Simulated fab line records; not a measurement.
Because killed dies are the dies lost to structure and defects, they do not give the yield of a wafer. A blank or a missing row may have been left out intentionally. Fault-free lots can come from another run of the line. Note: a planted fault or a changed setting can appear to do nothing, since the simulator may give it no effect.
What tool caused it? ; flow nand_harc ; 42 wafers from 14 lots sampled at 4 of the route's 1159 steps

== WHAT THE GAUGES SHOWED, per wafer ==
Not one reading of a measure or inspect step in the record can be checked against a usual standard deviation.

== WHAT TOOL EACH LOT RAN ON (gives the tool, then ch and the chambers of the sampled wafers, and finally the start) ==
lot;NHARC_P_BONDPAD_PVD_17;NHARC_P_BONDPAD_CMP_19;NHARC_A_CHANNEL_HOLE_D1_EXPOSE_07;NHARC_A_CHANNEL_HOLE_D1_ETCH_39
L937;pvd_sputter-03, day 6 11:45 or earlier;cmp-01 ch 1,2,3, day 6 11:45;arfi_scanner-01 ch 0, day 8 02:45;rie_diel-11 ch 2,3, no start
L938;pvd_sputter-02, day 6 16:31 or earlier;cmp-02 ch 0,2,3, day 6 16:31;arfi_scanner-02 ch 0, day 8 15:32;rie_diel-07 ch 1,3, no start
L939;pvd_sputter-02, day 7 06:34;cmp-03 ch 1,2, day 7 07:38;arfi_scanner-03 ch 0, day 8 20:48;rie_diel-11 ch 1,2,3, no start
L941;pvd_sputter-02, day 7 07:38;cmp-03 ch 0,1,2, day 7 08:48;arfi_scanner-03, day 9 04:10;rie_diel-07 ch 0,2,3, no start
L942;pvd_sputter-02, day 7 22:08 or earlier;cmp-02 ch 2,3, day 7 22:08;arfi_scanner-02, day 9 13:29;rie_diel-11 ch 1,2,3, no start
L950;pvd_sputter-03, day 9 18:54 or earlier;cmp-01 ch 0,1,2, day 9 18:54;arfi_scanner-03 ch 0, day 11 14:21;rie_diel-11 ch 0,1,3, no start
L951;pvd_sputter-03, day 10 06:10 or earlier;cmp-02 ch 0,2,3, day 10 06:10;arfi_scanner-03 ch 0, day 11 21:41;rie_diel-07 ch 0,2,3, no start
L952;pvd_sputter-01, day 10 06:49 or earlier;cmp-01 ch 0,2,3, day 10 06:49;arfi_scanner-02 ch 0, day 11 21:05;rie_diel-11 ch 2,3, no start
L953;pvd_sputter-01, day 10 10:51 or earlier;cmp-01 ch 0,1,2, day 10 10:51;arfi_scanner-02 ch 0, day 12 06:03;rie_diel-07 ch 0,2,3, no start
L954;pvd_sputter-01, day 10 16:47 or earlier;cmp-02 ch 0,1, day 10 16:47;arfi_scanner-01 ch 0, day 12 06:12;rie_diel-09 ch 0,3, no start
L955;pvd_sputter-02, day 10 17:34 or earlier;cmp-03 ch 2,3, day 10 17:34;arfi_scanner-02 ch 0, day 12 06:42;rie_diel-09 ch 2,3, no start
L957;pvd_sputter-01, day 11 15:34 or earlier;cmp-01 ch 1,2, day 11 15:34;arfi_scanner-01 ch 0, day 13 09:09;rie_diel-09 ch 0,1, no start
L958;pvd_sputter-03, day 11 19:32 or earlier;cmp-02 ch 0,2, day 11 19:32;arfi_scanner-03 ch 0, day 13 15:41;rie_diel-07 ch 2,3, no start
L960;pvd_sputter-01, day 12 08:49 or earlier;cmp-01 ch 0,1,3, day 12 08:49;arfi_scanner-01 ch 0, day 14 11:05;rie_diel-07 ch 1,3, no start
- NHARC_P_BONDPAD_PVD_17: deposits TaN, target thk 5 nm, time 8.06 s.
- NHARC_P_BONDPAD_CMP_19: polishes, t overpolish 30 s, cu recess touch 16 s, target thk 160.81 nm.
- NHARC_A_CHANNEL_HOLE_D1_EXPOSE_07: exposes mask HOLE D1, target cd 100 nm.
- NHARC_A_CHANNEL_HOLE_D1_ETCH_39: etches the open film in N2/H2, target depth 260 nm, time 325 s.

== AS READ BY THE TOOLS THEMSELVES (means over the sampled wafers that have a number; for cases with no such wafer, the mark the record gives instead) ==
NHARC_P_BONDPAD_PVD_17. Usual: throttle_valve_pct at 30.4 %, with a standard deviation of 1.2.
lot;tool;throttle_valve_pct (%);flag
L937;pvd_sputter-03;30.2;
L938;pvd_sputter-02;30.3;
L939;pvd_sputter-02;29.4;
L941;pvd_sputter-02;30.7;
L942;pvd_sputter-02;29.5;
L950;pvd_sputter-03;30.2;
L951;pvd_sputter-03;30.0;
L952;pvd_sputter-01;30.0;
L953;pvd_sputter-01;30.1;
L954;pvd_sputter-01;31.0;
L955;pvd_sputter-02;30.1;
L957;pvd_sputter-01;29.8;
L958;pvd_sputter-03;30.7;
L960;pvd_sputter-01;29.4;

NHARC_P_BONDPAD_CMP_19. Usual: motor_current_A 11.9 A, standard deviation 0.77; overpolish_run_s 30.002 s, standard deviation 0.0087; retaining_ring_pressure_frac 1.000, standard deviation 0.005.
lot;tool;motor_current_A (A);overpolish_run_s (s);retaining_ring_pressure_frac;flag
L937;cmp-01;11.5;30.004;1.005;
L938;cmp-02;12.5;29.998;1.001;
L939;cmp-03;11.6;29.999;0.998;
L941;cmp-03;11.3;30.006;1.001;
L942;cmp-02;12.9;29.997;0.998;
L950;cmp-01;12.1;29.996;0.999;
L951;cmp-02;12.8;30.006;0.998;
L952;cmp-01;11.5;29.995;1.003;
L953;cmp-01;11.9;30.009;0.999;
L954;cmp-02;12.3;29.994;1.003;
L955;cmp-03;11.6;30.006;1.009;
L957;cmp-01;12.3;30.001;1.005;
L958;cmp-02;12.5;30.006;0.999;
L960;cmp-01;11.4;30.004;1.001;

NHARC_A_CHANNEL_HOLE_D1_EXPOSE_07. Usual: exposure_dose_mJ_cm2 59.60, standard deviation 0.058; focus_offset_nm -0.1 nm, standard deviation 0.58.
lot;tool;exposure_dose_mJ_cm2;focus_offset_nm (nm);flag
L937;arfi_scanner-01;59.58;0.2;
L938;arfi_scanner-02;59.58;0.7;
L939;arfi_scanner-03;59.64;-0.2;
L941;arfi_scanner-03;-;-;OFF
L942;arfi_scanner-02;-;-;OFF
L950;arfi_scanner-03;59.61;-0.2;
L951;arfi_scanner-03;59.65;-0.6;
L952;arfi_scanner-02;59.61;-0.1;
L953;arfi_scanner-02;59.59;0.4;
L954;arfi_scanner-01;59.58;-0.3;
L955;arfi_scanner-02;59.60;0.3;
L957;arfi_scanner-01;59.58;-0.4;
L958;arfi_scanner-03;59.58;0.2;
L960;arfi_scanner-01;59.55;-0.2;

NHARC_A_CHANNEL_HOLE_D1_ETCH_39. Usual: drypump_motor_current_A 5.78 A, standard deviation 0.25; h2_flow_sccm 150.0 sccm, standard deviation 0.52; oes_product_au 1.001 a.u., standard deviation 0.013; rf_vpp_V 430.4 V, standard deviation 2.8; showerhead_plenum_p_Torr 2.03 Torr, standard deviation 0.098; throttle_valve_pct 14.172 %, standard deviation 0.0094.
lot;tool;drypump_motor_current_A (A);h2_flow_sccm (sccm);oes_product_au (a.u.);rf_vpp_V (V);showerhead_plenum_p_Torr (Torr);throttle_valve_pct (%);flag
L937;rie_diel-11;5.54;150.1;1.010;429.6;2.00;14.176;
L938;rie_diel-07;6.18;150.8;1.005;427.1;1.92;14.164;
L939;rie_diel-11;5.65;149.6;1.013;431.1;2.06;14.175;
L941;rie_diel-07;6.01;149.9;0.999;428.7;2.00;14.164;
L942;rie_diel-11;5.66;150.4;1.003;431.2;2.06;14.170;
L950;rie_diel-11;5.73;150.0;1.002;431.8;2.07;14.164;
L951;rie_diel-07;5.99;149.6;0.992;429.0;2.00;14.173;
L952;rie_diel-11;5.52;149.7;1.012;429.6;2.00;14.173;
L953;rie_diel-07;6.00;149.6;0.992;429.4;2.00;14.174;
L954;rie_diel-09;5.65;149.8;1.005;434.6;2.20;14.176;
L955;rie_diel-09;5.43;149.8;1.003;433.1;2.13;14.174;
L957;rie_diel-09;5.68;149.8;1.010;429.9;2.03;14.169;
L958;rie_diel-07;6.14;150.0;1.003;429.1;2.00;14.165;
L960;rie_diel-07;6.15;149.6;0.990;426.8;1.92;14.168;

== THE ANSWER, worked out from the rows above alone ==
Rule: a lot counts as off when the mean over its wafers that have a number is more than 3 standard deviations away from the usual mean. A lot without any number at a reading at which 4 lots or more have one is off too. Where the step has rows for the other lots, those lots are counted as sound. Order of review: gauges by route order, followed by the tools' own readings, for which a lot's mean as printed above is used. The first step at which some lot is off is used, and at that step the reading that is off furthest; a lot without a number counts as furthest.
Off, at NHARC_A_CHANNEL_HOLE_D1_EXPOSE_07 on exposure_dose_mJ_cm2: L941, L942. Without a number there: L941, L942.
If a tool, at that step or one of the process steps before it, ran each lot that is off and ran no sound lot following the first of them, it fits. NHARC_P_BONDPAD_PVD_17 gives no start for some lots, so the hours and the order of its lots are those of NHARC_P_BONDPAD_CMP_19. No candidate that was tried fits.

== WHAT THE SIMULATOR HAD PUT IN ==
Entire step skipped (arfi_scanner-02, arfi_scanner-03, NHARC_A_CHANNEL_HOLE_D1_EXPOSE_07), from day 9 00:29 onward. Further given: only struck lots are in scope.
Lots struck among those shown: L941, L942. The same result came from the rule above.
